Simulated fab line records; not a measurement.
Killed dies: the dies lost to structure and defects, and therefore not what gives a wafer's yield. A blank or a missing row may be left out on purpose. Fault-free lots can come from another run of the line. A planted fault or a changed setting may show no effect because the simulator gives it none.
Matching of chambers || flow nand_harc || rie_diel-02 running NHARC_A_STAIRCASE_DESCUM_252: 4 sister chambers
The step chemistry O2, time 3 s. 16 wafers are shown with their chamber, then 8 later ones without.

WAFERS WITH THEIR CHAMBER
{"wafer": "L074.1", "chamber": 3, "drypump_motor_current_A (A)": 6.4, "oes_product_au (a.u.)": 1.007, "showerhead_plenum_p_Torr (Torr)": 1.77}
{"wafer": "L074.2", "chamber": 0, "drypump_motor_current_A (A)": 6.3, "oes_product_au (a.u.)": 0.985, "showerhead_plenum_p_Torr (Torr)": 1.86}
{"wafer": "L074.6", "chamber": 1, "drypump_motor_current_A (A)": 5.1, "oes_product_au (a.u.)": 1.015, "showerhead_plenum_p_Torr (Torr)": 1.77}
{"wafer": "L075.4", "chamber": 2, "drypump_motor_current_A (A)": 5.6, "oes_product_au (a.u.)": 1.021, "showerhead_plenum_p_Torr (Torr)": 1.86}
{"wafer": "L075.5", "chamber": 2, "drypump_motor_current_A (A)": 5.7, "oes_product_au (a.u.)": 1.007, "showerhead_plenum_p_Torr (Torr)": 1.86}
{"wafer": "L075.6", "chamber": 3, "drypump_motor_current_A (A)": 6.5, "oes_product_au (a.u.)": 1.005, "showerhead_plenum_p_Torr (Torr)": 1.77}
{"wafer": "L080.3", "chamber": 0, "drypump_motor_current_A (A)": 6.3, "oes_product_au (a.u.)": 0.988, "showerhead_plenum_p_Torr (Torr)": 1.86}
{"wafer": "L080.5", "chamber": 1, "drypump_motor_current_A (A)": 5.1, "oes_product_au (a.u.)": 1.012, "showerhead_plenum_p_Torr (Torr)": 1.77}
{"wafer": "L080.6", "chamber": 2, "drypump_motor_current_A (A)": 5.7, "oes_product_au (a.u.)": 1.013, "showerhead_plenum_p_Torr (Torr)": 1.86}
{"wafer": "L081.2", "chamber": 1, "drypump_motor_current_A (A)": 5.1, "oes_product_au (a.u.)": 1.013, "showerhead_plenum_p_Torr (Torr)": 1.77}
{"wafer": "L081.4", "chamber": 3, "drypump_motor_current_A (A)": 6.5, "oes_product_au (a.u.)": 1.003, "showerhead_plenum_p_Torr (Torr)": 1.76}
{"wafer": "L081.5", "chamber": 3, "drypump_motor_current_A (A)": 6.5, "oes_product_au (a.u.)": 0.997, "showerhead_plenum_p_Torr (Torr)": 1.76}
{"wafer": "L082.1", "chamber": 3, "drypump_motor_current_A (A)": 6.5, "oes_product_au (a.u.)": 1.006, "showerhead_plenum_p_Torr (Torr)": 1.76}
{"wafer": "L082.2", "chamber": 2, "drypump_motor_current_A (A)": 5.7, "oes_product_au (a.u.)": 1.003, "showerhead_plenum_p_Torr (Torr)": 1.86}
{"wafer": "L082.3", "chamber": 1, "drypump_motor_current_A (A)": 5.1, "oes_product_au (a.u.)": 1.009, "showerhead_plenum_p_Torr (Torr)": 1.77}
{"wafer": "L087.1", "chamber": 1, "drypump_motor_current_A (A)": 5.1, "oes_product_au (a.u.)": 0.991, "showerhead_plenum_p_Torr (Torr)": 2.08}

SIGNATURES (means of the wafers above)
{"reading": "drypump_motor_current_A", "chamber 0": 6.300, "chamber 1": 5.100, "chamber 2": 5.675, "chamber 3": 6.480, "scatter within a chamber": 0.0359}
{"reading": "oes_product_au", "chamber 0": 0.98650, "chamber 1": 1.00800, "chamber 2": 1.01100, "chamber 3": 1.00360, "scatter within a chamber": 0.00726}
{"reading": "showerhead_plenum_p_Torr", "chamber 0": 1.8600, "chamber 1": 1.8320, "chamber 2": 1.8600, "chamber 3": 1.7640, "scatter within a chamber": 0.0801}
Rule: a wafer's distance from a chamber is the root of the sum, over the readings, of the square of ((its reading less the chamber's mean) divided by the reading's scatter). If the next closest chamber is less than 2 further off than the closest, the wafer can't be placed; otherwise it belongs to the closest. The scatter: the root of (the sum of the squares of (reading less its chamber's mean) over the shown wafers, divided by (wafers less chambers)).

WAFERS WITH NO CHAMBER GIVEN
{"wafer": "L087.2", "drypump_motor_current_A (A)": 6.3, "oes_product_au (a.u.)": 0.999, "showerhead_plenum_p_Torr (Torr)": 1.85}
{"wafer": "L087.4", "drypump_motor_current_A (A)": 6.5, "oes_product_au (a.u.)": 0.996, "showerhead_plenum_p_Torr (Torr)": 2.08}
{"wafer": "L096.1", "drypump_motor_current_A (A)": 6.4, "oes_product_au (a.u.)": 1.001, "showerhead_plenum_p_Torr (Torr)": 2.07}
{"wafer": "L096.2", "drypump_motor_current_A (A)": 5.6, "oes_product_au (a.u.)": 0.996, "showerhead_plenum_p_Torr (Torr)": 1.85}
{"wafer": "L096.4", "drypump_motor_current_A (A)": 6.3, "oes_product_au (a.u.)": 0.982, "showerhead_plenum_p_Torr (Torr)": 1.85}
{"wafer": "L097.1", "drypump_motor_current_A (A)": 6.5, "oes_product_au (a.u.)": 0.991, "showerhead_plenum_p_Torr (Torr)": 2.07}
{"wafer": "L097.2", "drypump_motor_current_A (A)": 6.3, "oes_product_au (a.u.)": 0.997, "showerhead_plenum_p_Torr (Torr)": 1.85}
{"wafer": "L097.4", "drypump_motor_current_A (A)": 5.1, "oes_product_au (a.u.)": 1.006, "showerhead_plenum_p_Torr (Torr)": 2.07}

WHICH CHAMBER EACH ONE RAN IN
{"wafer": "L087.2", "from the rows above": 0, "in truth": 0}
{"wafer": "L087.4", "from the rows above": 3, "in truth": 3}
{"wafer": "L096.1", "from the rows above": "can't be placed: 0 or 3", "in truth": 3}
{"wafer": "L096.2", "from the rows above": 2, "in truth": 2}
{"wafer": "L096.4", "from the rows above": 0, "in truth": 0}
{"wafer": "L097.1", "from the rows above": "can't be placed: 3 or 0", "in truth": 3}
{"wafer": "L097.2", "from the rows above": 0, "in truth": 0}
{"wafer": "L097.4", "from the rows above": 1, "in truth": 1}
Correct placement for 6 of the 8. Not placeable from these rows: 2 (in 2, the candidates include the true chamber). Placed wrongly: 0.
